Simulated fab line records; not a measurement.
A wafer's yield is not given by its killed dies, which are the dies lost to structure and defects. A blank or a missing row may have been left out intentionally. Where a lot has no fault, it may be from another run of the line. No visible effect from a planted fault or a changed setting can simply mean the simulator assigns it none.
Comparing a struck lot with a sound one -- flow n5-finfet -- 15 steps out of a route of 1938
Sound: these wafers, L422.1, L422.2, L422.4. Struck: wafer L426.4 (L426.2, L426.5, from the same lot, were not struck and are left out); the cause is given at the end.
For every step that has rows: the tool of each side, followed by ch and its chambers, followed by its first start. Under that, the readings that differ: sound wafers -- struck wafers -- difference of the means -- sigmas: that difference in standard deviations of wafers without a fault.
alike: same words and numbers on both sides, and readings whose means sit less than 2 such deviations apart. not compared: any withheld reading, any reading some wafer has no value for, any bound like >300 that may hide the same value, and any number with overlapping values for which the record gives no deviation.
The two part at a step that has a row with sigmas, a row that says differs or no value, or rows on one side only. Numbers that don't overlap but have no deviation are shown without sigmas and don't part them. A reading missing from all wafers of one side parts the sides only when that side holds two or more wafers.

first, 9 steps without rows for these wafers: N5_MOL_CONTACT_COAG_DEVELOP_83 (develop time 30 s); N5_MOL_CONTACT_COAG_DESCUM_88 (chemistry O2, time 7 s); N5_MOL_CONTACT_COAG_ETCH_89 (etches underlayer in N2/H2, target depth 13 nm, time 10.4 s); N5_MOL_CONTACT_COAG_ETCH_90 (etches SiARC in CF4, target depth 13 nm, time 21.7 s); N5_MOL_CONTACT_COAG_ALD_131 (deposits SiO2, target thk 5 nm, pulse time 1 s, co reactant pulse time 1 s); N5_MOL_CONTACT_COAG_ETCHBACK_132 (etches SiO2 in CHF3, target depth 10 nm, time 6.7 s); N5_MOL_CONTACT_COAG_ETCH_91 (etches SOC in N2/H2, target depth 60 nm, overetch 21 nm, time 101.2 s); N5_MOL_CONTACT_COAG_STRIP_92 (strips in N2/H2); N5_MOL_CONTACT_COAG_STRIP_93 (strips in N2/H2).
N5_MOL_CONTACT_COAG_ETCHBACK_135: etches SiO2 in CHF3, target depth 25 nm, time 16.7 s.
  sound on rie-diel-05 ch 0,2, day 6 21:10; struck on rie-diel-05 ch 1, day 7 21:42
reading,sound,struck,difference,sigmas
oes-product-au (a.u.),0.67 0.72 0.73,0.89,+0.18,+2
showerhead-plenum-p-Torr (Torr),2.44 2.36 2.36,2.27,-0.12,-2
model.SOC_of_MOL_CONTACT_COAG_COAT_75.thk-nm (nm),57.4 57.6 57.4,56.4,-1.1,
  alike: bias-w, drypump-motor-current-A, rf-vpp-V, throttle-valve-pct
  not compared: rf-hours-counter-h
then, 1 step without rows for these wafers: N5_MOL_CONTACT_COAG_STRIP_118 (strips in CHF3).
N5_MOL_CONTACT_COAG_VIA_ETCH_46: etches SiO2 in C4F6/O2, target depth 46 nm, overetch 9.2 nm, time 40 s.
  sound on rie-diel-05 ch 0,2, day 6 21:11; struck on rie-diel-05 ch 1, day 7 21:44
reading,sound,struck,difference,sigmas
showerhead-plenum-p-Torr (Torr),2.91 2.82 2.82,2.71,-0.14,-2
model.SOC_of_MOL_CONTACT_COAG_COAT_75.thk-nm (nm),51 50.8 50.6,49.6,-1.2,
  alike: bias-w, drypump-motor-current-A, oes-product-au, rf-vpp-V, throttle-valve-pct
  not compared: rf-hours-counter-h
then, 1 step without rows for these wafers: N5_MOL_CONTACT_COAG_STRIP_96 (strips in N2/H2).
-- record jumps: 3 days separate the struck wafers' starts on either side; left off in module MOL_CONTACT_COAG, taken up again in module BEOL_M4, whose first shown step is the route's number 1111 --
N5_BEOL_M4_RC_MEAS_101:
  sound on prober-02 ch 0, day 9 09:44; struck on prober-02 ch 0, day 10 10:36
  alike: DIBL_N, DIBL_P, IOFF_N, IOFF_P, ION_N, ION_P, SS_N, SS_P, VT_N, VT_P
-- record jumps: 4 days separate the struck wafers' starts on either side; left off in module BEOL_M4, taken up again in module PASSIVATION, whose first shown step is the route's number 1936 --
N5_PASSIVATION_PROBE_49:
  sound: prober-01 at day 12 23:37; struck: prober-01 at day 14 07:45
  alike: defect-limited-yield, killed_at_M0_to_M3, killed_at_M4_up, killed-at-contacts, killed-at-front-end, killed-at-other, killed-dies, killed-open, killed-short, sort_bin_5_function, sort_bin_6_memory, sort-n-pass, sort-yield-pct

== WHERE THEY PART ==
Earliest at N5_MOL_CONTACT_COAG_ETCHBACK_135; latest, in this record, at N5_MOL_CONTACT_COAG_VIA_ETCH_46. Later steps at which nothing parts them and some readings are alike: N5_BEOL_M4_RC_MEAS_101, N5_PASSIVATION_PROBE_49.

WHY: whatever the simulator had introduced
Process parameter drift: rie-diel-05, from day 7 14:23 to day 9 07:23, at N5_MOL_CONTACT_COAG_ETCHBACK_135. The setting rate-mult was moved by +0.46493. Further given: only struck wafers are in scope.
